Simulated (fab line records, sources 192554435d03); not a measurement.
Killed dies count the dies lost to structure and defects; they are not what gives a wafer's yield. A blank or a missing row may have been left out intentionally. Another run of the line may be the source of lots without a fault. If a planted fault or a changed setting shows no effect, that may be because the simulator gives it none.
Lot-split experiment :: flow n5_finfet :: 39 wafers read across 7 lots, on a route 1938 steps long

== ON THE SPLIT ==
At N5_SPACER0_ALD_08 (deposits SiNx, target thk 2 nm), the setting target_thk_a was moved away from the recipe's 20 angstrom on 18 of the 39 wafers read, by -14.5% to +11.5%. For the rest of the wafers, this setting stayed at what the recipe calls for.

== FROM THE SPLIT TO THE READING: what the file shows between them, 13 steps ==
- N5_SD_EPI_N_ETCH_45: etches SiOCN in CH3F/O2, target depth 6 nm (also split here: target_depth_a)
- N5_SD_EPI_N_ETCH_16: etches SiO2 in CHF3/O2, target depth 5 nm
- N5_SD_EPI_N_STRIP_47: strips in CHF3/O2
- N5_SD_EPI_N_SD_RECESS_17: chemistry HBr/Cl2/O2, target depth 41 nm, time 23.7 s, bt time 3 s
- N5_SD_EPI_N_STRIP_38: strips in N2/H2
- N5_SD_EPI_N_WET_ETCH_43: etches SiO2 in dHF, time 14 s, target depth 1.5 nm
- N5_SD_EPI_N_STRIP_18: strips in SPM, time 750 s
- N5_SD_EPI_N_SRD_20: time 30 s
- N5_SD_EPI_N_PRECLEAN_48: cleans in NF3:NH3, afs cycles 2, time 20 s, sublimation time 60 s
- N5_SD_EPI_N_VAPOR_ETCH_50: etches Si in HCl, time 54 s
- N5_SD_EPI_N_EPI_21: deposits Si:P, time 690 s
- N5_SD_EPI_N_PRECLEAN_24: cleans in O3/DIW, time 60 s
- N5_SD_EPI_N_SRD_25: time 30 s

== THE READING ==
SiNx_of_SPACER0_ALD_08.thk_nm (the simulator's own value, which no gauge read), in nm, at N5_SD_EPI_N_PRECLEAN_49 (cleans in NF3:NH3, afs cycles 1, time 20 s, sublimation time 60 s). The file gives no usual value for it. The 21 wafers here that ran the recipe average 1.0 nm, standard deviation 0.07 nm.

wafer: L075.1
tool, chamber at the split: ald_sin-01, 0,1,2
target_thk_a as run, angstrom: 20
against the recipe: recipe
SiNx_of_SPACER0_ALD_08.thk_nm, nm: 1
against lot-mates on the recipe: -

wafer: L075.6
tool, chamber at the split: ald_sin-01, 0,1,2
target_thk_a as run, angstrom: 20
against the recipe: recipe
SiNx_of_SPACER0_ALD_08.thk_nm, nm: 1
against lot-mates on the recipe: -

wafer: L075.2
tool, chamber at the split: ald_sin-01, 1,3,2
target_thk_a as run, angstrom: 22.29
against the recipe: +11.5%
SiNx_of_SPACER0_ALD_08.thk_nm, nm: 1.4
against lot-mates on the recipe: +0.3

wafer: L075.3
tool, chamber at the split: ald_sin-01, 1,3,2
target_thk_a as run, angstrom: 22.29
against the recipe: +11.5%
SiNx_of_SPACER0_ALD_08.thk_nm, nm: 1.4
against lot-mates on the recipe: +0.3

wafer: L075.4
tool, chamber at the split: ald_sin-01, 1,3,2
target_thk_a as run, angstrom: 22.29
against the recipe: +11.5%
SiNx_of_SPACER0_ALD_08.thk_nm, nm: 1.4
against lot-mates on the recipe: +0.3

wafer: L075.5
tool, chamber at the split: ald_sin-01, 0,1,2
target_thk_a as run, angstrom: 20
against the recipe: recipe
SiNx_of_SPACER0_ALD_08.thk_nm, nm: 1.2
against lot-mates on the recipe: -

wafer: L077.1
tool, chamber at the split: ald_sin-02, 3,1,2
target_thk_a as run, angstrom: 17.95
against the recipe: -10.3%
SiNx_of_SPACER0_ALD_08.thk_nm, nm: 0.8
against lot-mates on the recipe: -0.3

wafer: L077.2
tool, chamber at the split: ald_sin-02, 3,1,2
target_thk_a as run, angstrom: 17.95
against the recipe: -10.3%
SiNx_of_SPACER0_ALD_08.thk_nm, nm: 0.8
against lot-mates on the recipe: -0.3

wafer: L077.6
tool, chamber at the split: ald_sin-02, 3,1,2
target_thk_a as run, angstrom: 17.95
against the recipe: -10.3%
SiNx_of_SPACER0_ALD_08.thk_nm, nm: 0.8
against lot-mates on the recipe: -0.3

wafer: L077.3
tool, chamber at the split: ald_sin-02, 2,0,3
target_thk_a as run, angstrom: 20
against the recipe: recipe
SiNx_of_SPACER0_ALD_08.thk_nm, nm: 1
against lot-mates on the recipe: -

wafer: L077.5
tool, chamber at the split: ald_sin-02, 2,0,3
target_thk_a as run, angstrom: 20
against the recipe: recipe
SiNx_of_SPACER0_ALD_08.thk_nm, nm: 1
against lot-mates on the recipe: -

wafer: L077.4
tool, chamber at the split: ald_sin-02, 2,0,3
target_thk_a as run, angstrom: 20
against the recipe: recipe
SiNx_of_SPACER0_ALD_08.thk_nm, nm: 1.2
against lot-mates on the recipe: -

wafer: L080.1
tool, chamber at the split: ald_sin-02, 2,1,3
target_thk_a as run, angstrom: 20
against the recipe: recipe
SiNx_of_SPACER0_ALD_08.thk_nm, nm: 1
against lot-mates on the recipe: -

wafer: L080.4
tool, chamber at the split: ald_sin-02, 2,1,3
target_thk_a as run, angstrom: 20
against the recipe: recipe
SiNx_of_SPACER0_ALD_08.thk_nm, nm: 1
against lot-mates on the recipe: -

wafer: L080.6
tool, chamber at the split: ald_sin-02, 2,1,3
target_thk_a as run, angstrom: 20
against the recipe: recipe
SiNx_of_SPACER0_ALD_08.thk_nm, nm: 1
against lot-mates on the recipe: -

wafer: L080.2
tool, chamber at the split: ald_sin-02, 0,3,0
target_thk_a as run, angstrom: 21.52
against the recipe: +7.6%
SiNx_of_SPACER0_ALD_08.thk_nm, nm: 1.2
against lot-mates on the recipe: +0.2

wafer: L080.3
tool, chamber at the split: ald_sin-02, 0,3,0
target_thk_a as run, angstrom: 21.52
against the recipe: +7.6%
SiNx_of_SPACER0_ALD_08.thk_nm, nm: 1.2
against lot-mates on the recipe: +0.2

wafer: L080.5
tool, chamber at the split: ald_sin-02, 0,3,0
target_thk_a as run, angstrom: 21.52
against the recipe: +7.6%
SiNx_of_SPACER0_ALD_08.thk_nm, nm: 1.2
against lot-mates on the recipe: +0.2

wafer: L083.1
tool, chamber at the split: ald_sin-03, 0,2,2
target_thk_a as run, angstrom: 20
against the recipe: recipe
SiNx_of_SPACER0_ALD_08.thk_nm, nm: 1
against lot-mates on the recipe: -

wafer: L083.4
tool, chamber at the split: ald_sin-03, 0,2,2
target_thk_a as run, angstrom: 20
against the recipe: recipe
SiNx_of_SPACER0_ALD_08.thk_nm, nm: 1
against lot-mates on the recipe: -

wafer: L083.5
tool, chamber at the split: ald_sin-03, 0,2,2
target_thk_a as run, angstrom: 20
against the recipe: recipe
SiNx_of_SPACER0_ALD_08.thk_nm, nm: 1
against lot-mates on the recipe: -

wafer: L085.1
tool, chamber at the split: ald_sin-01, 2,0,3
target_thk_a as run, angstrom: 17.09
against the recipe: -14.5%
SiNx_of_SPACER0_ALD_08.thk_nm, nm: 0.8
against lot-mates on the recipe: -0.2

wafer: L085.3
tool, chamber at the split: ald_sin-01, 2,0,3
target_thk_a as run, angstrom: 17.09
against the recipe: -14.5%
SiNx_of_SPACER0_ALD_08.thk_nm, nm: 0.8
against lot-mates on the recipe: -0.2

wafer: L085.4
tool, chamber at the split: ald_sin-01, 2,0,3
target_thk_a as run, angstrom: 17.09
against the recipe: -14.5%
SiNx_of_SPACER0_ALD_08.thk_nm, nm: 0.8
against lot-mates on the recipe: -0.2

wafer: L085.2
tool, chamber at the split: ald_sin-01, 1,0,3
target_thk_a as run, angstrom: 20
against the recipe: recipe
SiNx_of_SPACER0_ALD_08.thk_nm, nm: 1
against lot-mates on the recipe: -

wafer: L085.5
tool, chamber at the split: ald_sin-01, 1,0,3
target_thk_a as run, angstrom: 20
against the recipe: recipe
SiNx_of_SPACER0_ALD_08.thk_nm, nm: 1
against lot-mates on the recipe: -

wafer: L085.6
tool, chamber at the split: ald_sin-01, 1,0,3
target_thk_a as run, angstrom: 20
against the recipe: recipe
SiNx_of_SPACER0_ALD_08.thk_nm, nm: 1
against lot-mates on the recipe: -

wafer: L086.1
tool, chamber at the split: ald_sin-02, 2,0,0
target_thk_a as run, angstrom: 21.12
against the recipe: +5.6%
SiNx_of_SPACER0_ALD_08.thk_nm, nm: 1.2
against lot-mates on the recipe: +0.2

wafer: L086.2
tool, chamber at the split: ald_sin-02, 2,0,0
target_thk_a as run, angstrom: 21.12
against the recipe: +5.6%
SiNx_of_SPACER0_ALD_08.thk_nm, nm: 1.2
against lot-mates on the recipe: +0.2

wafer: L086.5
tool, chamber at the split: ald_sin-02, 2,0,0
target_thk_a as run, angstrom: 21.12
against the recipe: +5.6%
SiNx_of_SPACER0_ALD_08.thk_nm, nm: 1.2
against lot-mates on the recipe: +0.2

wafer: L086.3
tool, chamber at the split: ald_sin-02, 3,1,1
target_thk_a as run, angstrom: 20
against the recipe: recipe
SiNx_of_SPACER0_ALD_08.thk_nm, nm: 1
against lot-mates on the recipe: -

wafer: L086.4
tool, chamber at the split: ald_sin-02, 3,1,1
target_thk_a as run, angstrom: 20
against the recipe: recipe
SiNx_of_SPACER0_ALD_08.thk_nm, nm: 1
against lot-mates on the recipe: -

wafer: L086.6
tool, chamber at the split: ald_sin-02, 3,1,1
target_thk_a as run, angstrom: 20
against the recipe: recipe
SiNx_of_SPACER0_ALD_08.thk_nm, nm: 1
against lot-mates on the recipe: -

wafer: L091.1
tool, chamber at the split: ald_sin-02, 3,1,3
target_thk_a as run, angstrom: 20
against the recipe: recipe
SiNx_of_SPACER0_ALD_08.thk_nm, nm: 1
against lot-mates on the recipe: -

wafer: L091.6
tool, chamber at the split: ald_sin-02, 3,1,3
target_thk_a as run, angstrom: 20
against the recipe: recipe
SiNx_of_SPACER0_ALD_08.thk_nm, nm: 1
against lot-mates on the recipe: -

wafer: L091.2
tool, chamber at the split: ald_sin-02, 0,2,0
target_thk_a as run, angstrom: 21.94
against the recipe: +9.7%
SiNx_of_SPACER0_ALD_08.thk_nm, nm: 1.2
against lot-mates on the recipe: +0.1

wafer: L091.4
tool, chamber at the split: ald_sin-02, 0,2,0
target_thk_a as run, angstrom: 21.94
against the recipe: +9.7%
SiNx_of_SPACER0_ALD_08.thk_nm, nm: 1.2
against lot-mates on the recipe: +0.1

wafer: L091.5
tool, chamber at the split: ald_sin-02, 0,2,0
target_thk_a as run, angstrom: 21.94
against the recipe: +9.7%
SiNx_of_SPACER0_ALD_08.thk_nm, nm: 1.2
against lot-mates on the recipe: +0.1

wafer: L091.3
tool, chamber at the split: ald_sin-02, 3,1,3
target_thk_a as run, angstrom: 20
against the recipe: recipe
SiNx_of_SPACER0_ALD_08.thk_nm, nm: 1.2
against lot-mates on the recipe: -
If several chambers appear in one row, that row covers several wafers at once and the file leaves open which wafer was in which chamber.

THE FIT
A straight line over all 39 wafers: SiNx_of_SPACER0_ALD_08.thk_nm changes by +0.0217 nm for each +1% of target_thk_a; r = +0.91; the points scatter about the line by 0.068 nm.
The same after taking each lot's own level away (the mean of its wafers on the recipe; 39 wafers): +0.021 nm for each +1%; r = +0.91; scatter 0.069 nm.
On that fit, the largest move of target_thk_a shifts the reading by 0.31 nm.
The span of the lots' own levels, 1.00 to 1.07 nm, comes to 1.0 times the standard deviation stated above.
So the lot-to-lot level changes the slope little: the two slopes agree.
Check: for one of the wafers moved furthest among these (-14.5%), held out of the fit, the line's prediction against its lot-mates is -0.306 nm. It came out at -0.2 nm against them.

== THE OTHER SPLITS THESE WAFERS WENT THROUGH ==
These wafers also went through other splits before the reading. Each is held against what the fit with the lots' levels taken away leaves over:
other split on the same wafers: N5_DUMMY_GATE_ETCH_31 target_depth_a
wafers away from the commonest value: 15
r with SiNx_of_SPACER0_ALD_08.thk_nm (lot level and that fit taken away): -0.04

other split on the same wafers: N5_DUMMY_GATE_ETCH_32 time_s
wafers away from the commonest value: 18
r with SiNx_of_SPACER0_ALD_08.thk_nm (lot level and that fit taken away): +0.02

other split on the same wafers: N5_SD_EPI_N_ETCH_45 target_depth_a
wafers away from the commonest value: 18
r with SiNx_of_SPACER0_ALD_08.thk_nm (lot level and that fit taken away): +0.35

== THE WHOLE CHAIN: every reading that the file lists as answering this split, in the file's order ==
step: N5_SD_EPI_N_WET_ETCH_43
what it does: etches SiO2 in dHF, time 14 s, target depth 1.5 nm
reading: SiNx_of_SPACER0_ALD_08.thk_nm (the simulator's own value, which no gauge read)
change (the file's fit): +0.0192 nm for each +1% of the setting
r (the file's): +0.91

step: N5_SD_EPI_N_PRECLEAN_48
what it does: cleans in NF3:NH3, afs cycles 2, time 20 s, sublimation time 60 s
reading: SiNx_of_SPACER0_ALD_08.thk_nm (the simulator's own value, which no gauge read)
change (the file's fit): +0.0234 nm for each +1% of the setting
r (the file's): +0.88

step: N5_SD_EPI_N_PRECLEAN_49
what it does: cleans in NF3:NH3, afs cycles 1, time 20 s, sublimation time 60 s
reading: SiNx_of_SPACER0_ALD_08.thk_nm (the simulator's own value, which no gauge read)
change (the file's fit): +0.0212 nm for each +1% of the setting
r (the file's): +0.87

== THE FILE'S OWN FIT ==
SiNx_of_SPACER0_ALD_08.thk_nm changes by +0.0212 nm for each +1% of target_thk_a, r = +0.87.
